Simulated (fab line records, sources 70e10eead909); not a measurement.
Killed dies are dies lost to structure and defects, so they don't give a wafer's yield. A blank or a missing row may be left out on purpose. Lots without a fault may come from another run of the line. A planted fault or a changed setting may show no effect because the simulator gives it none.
A struck lot beside a sound one | flow nand_harc | 27 steps out of a route of 1159
Sound: wafers L583.1, L583.3, L583.4. Struck: wafer L577.5. (L577.1, L577.3 of the same lot were not struck and are left out.) The cause comes at the end.
At each step with rows: each side's tool, then ch and its chambers, then its first start. Under that, the readings that differ: sound wafers | struck wafers | difference of the means | sigmas: that difference in standard deviations of wafers without a fault.
alike: readings whose means differ by less than 2 such deviations, and words and numbers that are the same on both sides. not compared: withheld readings, readings that some wafer has no value for, bounds like >300 that may hide the same value, and numbers for which the record gives no deviation and whose values overlap.
The two part at a step that has a row with sigmas, a row that says differs or no value, or rows on one side only. Numbers that don't overlap but have no deviation are shown without sigmas and don't part them. A reading that every wafer of one side lacks parts them only if that side has two wafers or more.

NHARC_A_CHANNEL_HOLE_D1_DESCUM_15: chemistry O2, time 3 s.
  sound on rie_diel-12 ch 1,2,3, day 12 19:32; struck on rie_diel-10 ch 3, day 11 10:44
  reading                     | sound       | struck | difference | sigmas
  drypump_motor_current_A (A) | 5.4 5.1 5.7 | 6.6    | +1.2       | +2
  alike: oes_product_au, rf_vpp_V, showerhead_plenum_p_Torr, throttle_valve_pct
  not compared: rf_hours_counter_h
then, 4 steps without rows for these wafers: NHARC_A_CHANNEL_HOLE_D1_ETCH_38 (etches the open film in CF4, target depth 39 nm, time 65 s); NHARC_A_CHANNEL_HOLE_D1_ETCH_39 (etches the open film in N2/H2, target depth 260 nm, time 325 s); NHARC_A_CHANNEL_HOLE_D1_ETCH_34 (etches the open film in CF4/CHF3, target depth 154 nm, time 77 s); NHARC_A_CHANNEL_HOLE_D1_ETCH_16 (etches the open film in O2/COS, target depth 3100 nm, time 806 s).
NHARC_A_CHANNEL_HOLE_D1_CD_MEAS_18:
  sound on cd_sem-01, day 12 20:38; struck on cd_sem-03, day 11 11:50
  alike: cd_nm
NHARC_A_CHANNEL_HOLE_D1_ETCH_19: etches the open film in C4F8/O2/Ar, time 34.5 s.
  sound on har_etch-01 ch 0,1, day 13 00:44; struck on har_etch-02 ch 0, day 11 11:54
  alike: drypump_motor_current_A, showerhead_plenum_p_Torr, temp_c, throttle_valve_pct
  not compared: rf_hours_counter_h
then, 1 step without rows for these wafers: NHARC_A_CHANNEL_HOLE_D1_ETCH_20 (etches the open film in C4F8/O2/Ar, time 361.9 s, target depth 1600 nm).
NHARC_A_CHANNEL_HOLE_D1_ETCH_21: etches the open film in C4F8/O2/Ar, time 514.3 s, target depth 1600 nm.
  sound on har_etch-01 ch 0,1, day 13 01:09; struck on har_etch-02 ch 0, day 11 12:20
  alike: drypump_motor_current_A, showerhead_plenum_p_Torr, temp_c, throttle_valve_pct
  not compared: rf_hours_counter_h
then, 2 steps without rows for these wafers: NHARC_A_CHANNEL_HOLE_D1_ETCH_22 (etches the open film in C4F8/O2/Ar, time 666.7 s, target depth 1600 nm); NHARC_A_CHANNEL_HOLE_D1_ETCH_23 (etches the open film in C4F8/O2/Ar, time 819 s, target depth 1600 nm).
NHARC_A_CHANNEL_HOLE_D1_ETCH_24: etches the open film in C4F8/O2/Ar, time 906.2 s, target depth 1500 nm.
  sound on har_etch-01 ch 0,1, day 13 02:52; struck on har_etch-02 ch 0, day 11 14:02
  alike: drypump_motor_current_A, showerhead_plenum_p_Torr, temp_c, throttle_valve_pct
  not compared: rf_hours_counter_h
NHARC_A_CHANNEL_HOLE_D1_ETCH_25: etches the open film in C4F8/O2/Ar, time 1040.2 s, target depth 1500 nm.
  sound on har_etch-01 ch 0,1, day 13 03:37; struck on har_etch-02 ch 0, day 11 14:49
  alike: drypump_motor_current_A, showerhead_plenum_p_Torr, temp_c, throttle_valve_pct
  not compared: rf_hours_counter_h
then, 1 step without rows for these wafers: NHARC_A_CHANNEL_HOLE_D1_ETCH_26 (etches the open film in C4F8/O2/Ar, time 224.1 s, target depth 300 nm).
NHARC_A_CHANNEL_HOLE_D1_ETCH_33: etches the open film in C4F8/O2/Ar, time 90 s, target depth 400 nm.
  sound on har_etch-01 ch 0,1, day 13 04:43; struck on har_etch-02 ch 0, day 11 15:53
  alike: drypump_motor_current_A, showerhead_plenum_p_Torr, temp_c, throttle_valve_pct
  not compared: rf_hours_counter_h
then, 7 steps without rows for these wafers: NHARC_A_CHANNEL_HOLE_D1_STRIP_41 (strips in N2/H2); NHARC_A_CHANNEL_HOLE_D1_STRIP_42 (strips in CF4/CHF3); NHARC_A_CHANNEL_HOLE_D1_STRIP_43 (strips in O2/COS); NHARC_A_CHANNEL_HOLE_D1_ETCH_44 (etches the open film in CF4/O2, target depth 140 nm, overetch 14 nm, time 77 s); NHARC_A_CHANNEL_HOLE_D1_STRIP_27 (strips in O2); NHARC_A_CHANNEL_HOLE_D1_PRECLEAN_28 (cleans in SC1); NHARC_A_CHANNEL_HOLE_D1_SRD_29.
NHARC_A_CHANNEL_HOLE_D1_CD_MEAS_30:
  sound on cd_sem-03, day 13 06:16; struck on cd_sem-02, day 11 17:26
  alike: cd_nm
then, 1 step without rows for these wafers: NHARC_A_CHANNEL_HOLE_D1_XSEM_31.
NHARC_A_CHANNEL_HOLE_D1_INSPECT_40:
  sound on defect_inspect-01, day 13 06:27; struck on defect_inspect-02, day 11 17:38
  reading          | sound    | struck | difference | sigmas
  raw_defect_count | 57 78 79 | 436    | +365       | +21
then, 1 step without rows for these wafers: NHARC_A_CHANNEL_FILL_D1_PRECLEAN_00 (cleans in SC1).
-- the record jumps here: 14 days lie between the struck wafers' starts before and after (it left off in module A_CHANNEL_FILL_D1 and takes up again in module END, whose first step shown is number 1159 of the route) --
NHARC_END_SORT_01:
  the record has rows for the struck wafers here (prober-01 ch 0, day 25 20:49) and none for the sound ones

WHERE THEY PART
First at NHARC_A_CHANNEL_HOLE_D1_DESCUM_15; last, within this record, at NHARC_END_SORT_01.

WHY: what the simulator had put in
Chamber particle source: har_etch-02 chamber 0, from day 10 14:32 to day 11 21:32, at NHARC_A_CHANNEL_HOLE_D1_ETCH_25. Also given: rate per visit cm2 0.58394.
